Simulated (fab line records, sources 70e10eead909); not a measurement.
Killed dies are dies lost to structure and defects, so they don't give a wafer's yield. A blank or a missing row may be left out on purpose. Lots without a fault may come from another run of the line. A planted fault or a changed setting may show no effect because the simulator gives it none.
Problem report in the 8D (eight disciplines) form, filled by code | flow nand_harc | the parts of the form that need people (team, actions taken, sign-off) are left out

1. THE PROBLEM
raw_defect_count at NHARC_A_CHANNEL_HOLE_D2_INSPECT_40 reads a mean of 754 on 1 wafer of 1 lot; wafers without a fault read 284 with a standard deviation of 74. That is +6.4 standard deviations from the usual mean.
First seen on wafer L117.4, day 21 10:07, on defect_inspect-02. The record holds 36 wafers of 12 lots with a number at this step. Rule for "out", or "out of limits": more than 4 standard deviations from the usual mean. The other wafers with a number count as sound.

2. WHAT IT IS AND WHAT IT IS NOT
question                    | is                | is not
which readings at this step | raw_defect_count  | -
which lots                  | L117              | L100, L101, L102, L103, L105, L106, L107, L108, L110, L111, L999
which wafers of those lots  | L117.4            | L117.5, L117.6
read on which gauges        | defect_inspect-02 | defect_inspect-01
when                        | from day 21 10:07 | up to then (35 sound wafers)

3. SUSPECTS, AND WHAT RULES EACH OUT
Counting: a tool at a process step up to the reading stays a suspect if it ran every lot that is out. Sound lots after the first of them don't rule it out here, since some wafers of a struck lot are sound.
- the gauge at NHARC_A_CHANNEL_HOLE_D2_INSPECT_40: ruled out. All the wafers that are out were read on defect_inspect-02, but those of them that NHARC_END_SORT_01 has rows for are out there too, on other tools.
- har_etch-01 at NHARC_A_CHANNEL_HOLE_D2_ETCH_25 (etches the open film in C4F8/O2/Ar, time 1040.2 s, target depth 1500 nm): kept. It ran the lot that is out, L117 (day 21 07:35); its last sound lot up to then is L110 (day 18 00:38).
- har_etch-01 at NHARC_A_CHANNEL_HOLE_D2_ETCH_27 (etches the open film in C4F8/O2/Ar, time 90 s, target depth 400 nm): kept. It ran the lot that is out, L117 (day 21 08:26); its last sound lot up to then is L110 (day 18 01:43).
- rie_diel-13 at NHARC_A_CHANNEL_HOLE_D2_STRIP_42 (strips in CF4/CHF3): kept. It ran the lot that is out, L117 (day 21 09:00); its last sound lot up to then is L111 (day 19 03:36).
Left after counting: har_etch-01 at NHARC_A_CHANNEL_HOLE_D2_ETCH_25, har_etch-01 at NHARC_A_CHANNEL_HOLE_D2_ETCH_27, rie_diel-13 at NHARC_A_CHANNEL_HOLE_D2_STRIP_42.

4. THE CAUSE (what the simulator had put in)
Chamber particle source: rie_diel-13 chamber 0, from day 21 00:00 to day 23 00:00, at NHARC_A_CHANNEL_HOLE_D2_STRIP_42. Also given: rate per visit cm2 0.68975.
Counting left 3 suspects, and this tool is among them.

5. THE CHAIN OF EFFECTS, in route order
Each row: a reading whose mean over the struck wafers that have a number lies more than 3 standard deviations from the usual. Only readings for which the record gives a usual standard deviation are gone through. hours: the time from each lot's start at the first step in this table that gives one to its start at this step, as a median over the lots. sigmas: the change in usual standard deviations.
hours | step                               | reading          | usual | on struck wafers | change | sigmas
0     | NHARC_A_CHANNEL_HOLE_D2_INSPECT_40 | raw_defect_count | 284   | 754              | +470   | +6.4
274   | NHARC_END_SORT_01                  | killed_at_array  | 59    | 149              | +90    | +4.5
274   | NHARC_END_SORT_01                  | killed_dies      | 63    | 155              | +92    | +4.6

6. WHAT WOULD HAVE CAUGHT IT SOONER
In this record the first reading out of limits at a measuring or inspecting step was taken at day 21 10:07, 10 hours after the fault began at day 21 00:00.
All the lots that are out (1) had begun NHARC_A_CHANNEL_HOLE_D2_STRIP_42 on rie_diel-13 by day 21 10:07. A hold on the tool at that time would have spared none of them.
